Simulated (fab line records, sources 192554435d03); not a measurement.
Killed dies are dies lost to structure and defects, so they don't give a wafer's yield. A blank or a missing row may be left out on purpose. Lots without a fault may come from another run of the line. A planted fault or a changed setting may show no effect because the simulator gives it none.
Split-lot experiment | flow n5_finfet | 7 lots, 39 wafers read, on a route of 1938 steps

THE SPLIT
At N5_BEOL_M10_ETCH_62 (etches SOC in N2/H2, target depth 110 nm, overetch 22 nm, time 165 s), the setting time_s was moved away from the recipe's 165 s on 12 of the 39 wafers read, by -22.9% to +54.4%. The other wafers ran this setting at the recipe's value.

FROM THE SPLIT TO THE READING: what the file shows between them, 4 steps
- N5_BEOL_M10_STRIP_68: strips in N2/H2
- N5_BEOL_M10_STRIP_67: strips in CF4
- N5_BEOL_M10_HM_OPEN_17: chemistry Cl2/BCl3, target TiN, target depth 20 nm, overetch 6 nm
- N5_BEOL_M10_STRIP_19: strips in O2

THE READING
cd_nm, in nm, at N5_BEOL_M10_CD_MEAS_18 (pitch 140 nm, target cd 70 nm). Fault-free wafers of this fab line usually give 70.3 nm, standard deviation 0.67 nm.

wafer  | tool, chamber at the split | time_s as run, s | against the recipe | cd_nm, nm | against lot-mates on the recipe
L074.1 | rie_diel-03, 0             | 165              | recipe             | 69.7      | -
L074.2 | rie_diel-03, 3             | 127.2            | -22.9%             | 68.4      | -1.5
L074.3 | rie_diel-03, 1             | 127.2            | -22.9%             | 69.8      | -0.1
L074.4 | rie_diel-03, 2             | 165              | recipe             | 69.8      | -
L074.5 | rie_diel-03, 2             | 127.2            | -22.9%             | 69.0      | -0.9
L074.6 | rie_diel-03, 1             | 165              | recipe             | 70.1      | -
L083.1 | rie_diel-03, 3,2           | 165              | recipe             | 70.0      | -
L083.2 | rie_diel-03, 3,2           | 165              | recipe             | 69.8      | -
L083.3 | rie_diel-03, 1             | 217.9            | +32.1%             | 71.2      | +1.2
L083.4 | rie_diel-03, 0             | 217.9            | +32.1%             | 71.5      | +1.5
L083.5 | rie_diel-03, 1             | 217.9            | +32.1%             | 72.0      | +2.0
L083.6 | rie_diel-03, 0             | 165              | recipe             | 70.2      | -
L086.1 | rie_diel-06, 1,3,2         | 165              | recipe             | 69.8      | -
L086.2 | rie_diel-06, 1,3,2         | 165              | recipe             | 70.6      | -
L086.3 | rie_diel-06, 1,3,2         | 165              | recipe             | 71.1      | -
L086.4 | rie_diel-06, 0             | 165              | recipe             | 70.6      | -
L086.5 | rie_diel-06, 2,3           | 165              | recipe             | 70.8      | -
L086.6 | rie_diel-06, 2,3           | 165              | recipe             | 70.5      | -
L091.3 | rie_diel-03, 1             | 165              | recipe             | 70.5      | -
L091.4 | rie_diel-03, 3             | 165              | recipe             | 69.7      | -
L091.6 | rie_diel-03, 1             | 165              | recipe             | 70.0      | -
L089.1 | rie_diel-06, 2,2,1         | 165              | recipe             | 71.1      | -
L089.2 | rie_diel-06, 3             | 241.1            | +46.1%             | 72.4      | +2.0
L089.3 | rie_diel-06, 0             | 241.1            | +46.1%             | 72.0      | +1.6
L089.4 | rie_diel-06, 1             | 241.1            | +46.1%             | 71.8      | +1.4
L089.5 | rie_diel-06, 2,2,1         | 165              | recipe             | 70.5      | -
L089.6 | rie_diel-06, 2,2,1         | 165              | recipe             | 69.5      | -
L097.1 | rie_diel-04, 2,3,3         | 165              | recipe             | 70.3      | -
L097.2 | rie_diel-04, 0,2,0         | 165              | recipe             | 69.5      | -
L097.3 | rie_diel-04, 2,3,3         | 165              | recipe             | 70.6      | -
L097.4 | rie_diel-04, 2,3,3         | 165              | recipe             | 69.9      | -
L097.5 | rie_diel-04, 0,2,0         | 165              | recipe             | 70.1      | -
L097.6 | rie_diel-04, 0,2,0         | 165              | recipe             | 70.1      | -
L096.1 | rie_diel-04, 0             | 254.7            | +54.4%             | 72.2      | +2.0
L096.2 | rie_diel-04, 2,3           | 165              | recipe             | 69.8      | -
L096.3 | rie_diel-04, 3             | 254.7            | +54.4%             | 72.8      | +2.6
L096.4 | rie_diel-04, 0             | 165              | recipe             | 69.9      | -
L096.5 | rie_diel-04, 2,3           | 165              | recipe             | 70.9      | -
L096.6 | rie_diel-04, 2             | 254.7            | +54.4%             | 73.1      | +2.9
Where a row lists several chambers, the file gives one row for several wafers and doesn't say which wafer went through which chamber.

THE FIT
A straight line over all 39 wafers: cd_nm changes by +0.0443 nm for each +1% of time_s; r = +0.90; the points scatter about the line by 0.46 nm.
The same after taking each lot's own level away (the mean of its wafers on the recipe; 39 wafers): +0.0422 nm for each +1%; r = +0.91; scatter 0.42 nm.
On that fit, the largest move of time_s shifts the reading by 2.3 nm.
The lots' own levels span 69.87 to 70.57 nm, that is 1.0 times the standard deviation above.
So the lot-to-lot level changes the slope little: the two slopes agree.
Check: with one of the wafers moved furthest among these (+54.4%) left out of the fit, the line predicts +2.38 nm for it against its lot-mates. It came out at +2 nm against them.

OTHER SPLITS ON THESE WAFERS
These wafers also went through other splits before the reading. Each is held against what the fit with the lots' levels taken away leaves over:
other split on the same wafers           | wafers away from the commonest value | r with cd_nm (lot level and that fit taken away)
N5_BEOL_M5_TRENCH_ETCH_37 target_depth_a | 15                                   | +0.07

THE WHOLE CHAIN: every reading that the file lists as answering this split, in the file's order
step                   | what it does                                                         | reading                                                                           | change (the file's fit)                                                              | r (the file's)
N5_BEOL_M10_ETCH_62    | etches SOC in N2/H2, target depth 110 nm, overetch 22 nm, time 165 s | SiARC_of_BEOL_M10_COAT_60.thk_nm (the simulator's own value, which no gauge read) | -0.0647 nm for each +1% of the setting                                               | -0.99
N5_BEOL_M10_HM_OPEN_17 | chemistry Cl2/BCl3, target TiN, target depth 20 nm, overetch 6 nm    | etch.depth_nm (the simulator's own value, which no gauge read)                    | not straight: 19.92 at the lowest setting, 20.09 at the recipe, 11.46 at the highest | not given
N5_BEOL_M10_CD_MEAS_18 | pitch 140 nm, target cd 70 nm                                        | cd_nm                                                                             | +0.0424 nm for each +1% of the setting                                               | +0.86

THE FILE'S OWN FIT
cd_nm changes by +0.0424 nm for each +1% of time_s, r = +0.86.
